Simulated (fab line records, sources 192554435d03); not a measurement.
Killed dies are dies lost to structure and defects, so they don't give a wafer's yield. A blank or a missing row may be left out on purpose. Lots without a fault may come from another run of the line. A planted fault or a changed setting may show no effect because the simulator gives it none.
Which tool did it? | flow n5_finfet | 10 lots, 30 wafers sampled, at 1 step of a route of 1938

WHAT THE GAUGES READ, wafer by wafer
N5_BEOL_M9_CD_MEAS_18: pitch 140 nm, target cd 70 nm.
lot  | measured     | on        | cd_nm (nm)
L684 | day 9 17:02  | cd_sem-02 | 71.2 70.2 70.7
L686 | day 10 04:08 | cd_sem-01 | 70.3 70.2 70.0
L692 | day 11 06:40 | cd_sem-01 | 69.2 69.4 69.3
L696 | day 12 18:29 | cd_sem-01 | 69.7 69.6 69.5
L695 | day 12 18:46 | cd_sem-02 | 69.1 69.2 69.1
L697 | day 12 22:20 | cd_sem-01 | 69.4 71.0 70.5
L698 | day 12 22:33 | cd_sem-01 | 69.2 69.5 68.7
L699 | day 13 16:10 | cd_sem-03 | 69.1 70.6 70.8
L702 | day 14 10:11 | cd_sem-02 | 69.9 70.4 70.0
L704 | day 14 21:22 | cd_sem-02 | 70.9 70.5 70.1

WHICH TOOL RAN EACH LOT (tool, then ch and the chambers of the sampled wafers, then the start)
The record holds no process step before these readings.

THE ANSWER, worked out from the rows above alone
Rule: what is usual is taken from the lots themselves. Put in order of their means at a reading, lots are off if they are a third of the lots or fewer, leave a main group of 4 or more, and stand apart from it by a gap of 3 or more times the standard deviation of the main group's means; of several such gaps the widest counts. A main group whose means are all the same, to the digits that the tables above print for the reading, isn't used. A lot without any number at a reading at which 4 lots or more have one is off too. The other lots that the step has rows for count as sound.
No lot is off at any reading shown: from this, nothing can be told.

WHAT THE SIMULATOR HAD PUT IN
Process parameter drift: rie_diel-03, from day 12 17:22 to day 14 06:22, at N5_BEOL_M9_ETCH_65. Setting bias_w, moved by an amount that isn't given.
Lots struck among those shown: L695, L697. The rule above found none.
